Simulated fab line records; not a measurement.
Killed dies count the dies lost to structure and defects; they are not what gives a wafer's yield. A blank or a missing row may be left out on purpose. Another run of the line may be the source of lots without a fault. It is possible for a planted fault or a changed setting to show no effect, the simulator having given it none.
Matching of chambers | flow n5_finfet | rie_diel-02 running N5_BEOL_M1_ETCHBACK_99: 4 sister chambers
The step etches SiO2 in CHF3, target depth 5 nm, time 10.4 s. 8 wafers are shown with their chamber, then 10 later ones without.

WAFERS, EACH WITH ITS CHAMBER
wafer  | chamber | showerhead_plenum_p_Torr (Torr) | throttle_valve_pct (%)
L079.2 | 2       | 2.00                            | 17.14
L083.3 | 2       | 2.00                            | 17.16
L083.4 | 1       | 2.09                            | 16.89
L082.2 | 1       | 2.09                            | 16.91
L082.5 | 3       | 2.21                            | 16.95
L082.6 | 0       | 2.15                            | 17.48
L084.2 | 0       | 2.14                            | 17.47
L084.4 | 3       | 2.21                            | 16.95

WAFERS MISSING THEIR CHAMBER
wafer  | showerhead_plenum_p_Torr (Torr) | throttle_valve_pct (%)
L084.5 | 2.14                            | 17.49
L088.3 | 2.14                            | 17.47
L088.5 | 2.21                            | 16.97
L088.6 | 2.00                            | 17.16
L091.1 | 2.21                            | 16.97
L091.2 | 2.14                            | 17.49
L091.4 | 1.99                            | 17.18
L097.1 | 2.14                            | 17.05
L097.2 | 2.08                            | 16.93
L097.4 | 2.20                            | 17.01

EACH ONE'S CHAMBER
wafer  | from the rows above     | in truth
L084.5 | 0                       | 0
L088.3 | 0                       | 0
L088.5 | 3                       | 3
L088.6 | 2                       | 2
L091.1 | 3                       | 3
L091.2 | 0                       | 0
L091.4 | 2                       | 2
L097.1 | can't be placed: 1 or 3 | 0
L097.2 | 1                       | 1
L097.4 | 3                       | 3
Correctly placed: 9 of 10. These rows do not allow placing 1 (true chamber among the candidates in 0). 0 placed wrongly.
How it was worked out, from the rows above alone: a wafer's distance from a chamber is the root of the sum, over the readings, of the square of ((its reading less the chamber's mean) divided by the reading's scatter). If the next closest chamber is less than 2 further off than the closest, the wafer can't be placed; otherwise it belongs to the closest. The mean given for a chamber averages the wafers shown for that chamber. The scatter: the root of (the sum of the squares of (reading less its chamber's mean) over the shown wafers, divided by (wafers less chambers)).
